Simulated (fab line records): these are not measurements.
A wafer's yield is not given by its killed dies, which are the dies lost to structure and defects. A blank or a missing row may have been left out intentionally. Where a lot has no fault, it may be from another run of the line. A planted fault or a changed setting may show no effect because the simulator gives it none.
The tool behind it: which one?    flow nandHarc    36 wafers sampled from 12 lots at 1 step of a route of 1159

WHAT THE GAUGES READ, wafer by wafer
NHARC_A_M0_INSPECT_11.
lot   measured      on                rawDefectCount
L075  day 18 03:28  defectInspect-02  28 22 21
L076  day 18 07:08  defectInspect-02  9 14 9
L078  day 19 04:44  defectInspect-01  23 27 19
L081  day 19 08:47  defectInspect-01  38 42 44
L084  day 20 04:41  defectInspect-02  21 28 33
L083  day 20 22:58  defectInspect-02  51 40 36
L087  day 21 14:49  defectInspect-01  56 47 52
L090  day 22 06:59  defectInspect-02  47 36 43
L091  day 22 09:14  defectInspect-01  48 46 57
L094  day 22 16:43  defectInspect-01  24 15 24
L095  day 22 20:50  defectInspect-01  66 53 59
L096  day 23 07:19  defectInspect-02  48 39 52

EACH LOT AND THE TOOL THAT RAN IT (in order: tool; ch and the chambers of the sampled wafers; start)
Record: no process step prior to these readings.

THE ANSWER, worked out from the rows above alone
Rule: the usual values come from the lots themselves. The widest of any qualifying gaps counts: lots, ordered by their means at a reading, are off when they make up no more than a third of the lots, leave a main group of 4 or more, and stand apart from it by 3 or more times the standard deviation of that group's means. A main group whose means are all the same, to the digits that the tables above print for the reading, isn't used. A lot without any number at a reading at which 4 lots or more have one is off too. Where the step has rows for the other lots, those lots are counted as sound.
No lot is off at any reading shown: from this, nothing can be told.

WHAT THE SIMULATOR HAD PUT IN
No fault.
